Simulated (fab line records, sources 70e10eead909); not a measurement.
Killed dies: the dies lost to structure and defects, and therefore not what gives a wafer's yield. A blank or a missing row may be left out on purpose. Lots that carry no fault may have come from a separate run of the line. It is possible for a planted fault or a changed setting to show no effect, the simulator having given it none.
Which tool is to blame? :: flow nand-harc :: 11 lots, 33 wafers sampled, at 1 step of a route of 1159

## WHAT EACH GAUGE READ, for each wafer
NHARC_P_M2_CD_MEAS_16.
lot: L074
measured: day 6 08:53
on: cd-sem-02
cd-nm (nm): 169.4 169.2 169.9

lot: L078
measured: day 7 02:18
on: cd-sem-03
cd-nm (nm): 170.6 171.5 169.5

lot: L080
measured: day 7 08:59
on: cd-sem-03
cd-nm (nm): 171.3 172.5 169.0

lot: L081
measured: day 8 02:17
on: cd-sem-01
cd-nm (nm): 170.5 170.6 170.4

lot: L083
measured: day 8 04:16
on: cd-sem-02
cd-nm (nm): 169.8 170.2 169.9

lot: L087
measured: day 9 11:39
on: cd-sem-01
cd-nm (nm): 170.4 168.3 171.1

lot: L088
measured: day 10 06:14
on: cd-sem-01
cd-nm (nm): 168.7 169.9 170.4

lot: L090
measured: day 10 07:48
on: cd-sem-01
cd-nm (nm): 170.2 168.7 170.5

lot: L093
measured: day 10 14:29
on: cd-sem-03
cd-nm (nm): 170.0 170.9 169.0

lot: L094
measured: day 11 05:35
on: cd-sem-01
cd-nm (nm): 169.8 169.2 168.9

lot: L096
measured: day 11 16:02
on: cd-sem-02
cd-nm (nm): 169.5 170.6 169.8

## EACH LOT AND THE TOOL THAT RAN IT (in order: tool; ch and the chambers of the sampled wafers; start)
The record holds no process step before these readings.

## THE ANSWER, worked out from the rows above alone
Rule: usual is defined by the lots themselves. Put in order of their means at a reading, lots are off if they are a third of the lots or fewer, leave a main group of 4 or more, and stand apart from it by a gap of 3 or more times the standard deviation of the main group's means; of several such gaps the widest counts. If all means in a main group match to the digits the tables above print for the reading, that group is not used. Also off: a lot with no number at a reading for which 4 or more lots have one. Any other lot the step has rows for is counted as sound.
No lot is off on any of the readings shown, so nothing can be concluded from this.

## WHAT THE SIMULATOR HAD PUT IN
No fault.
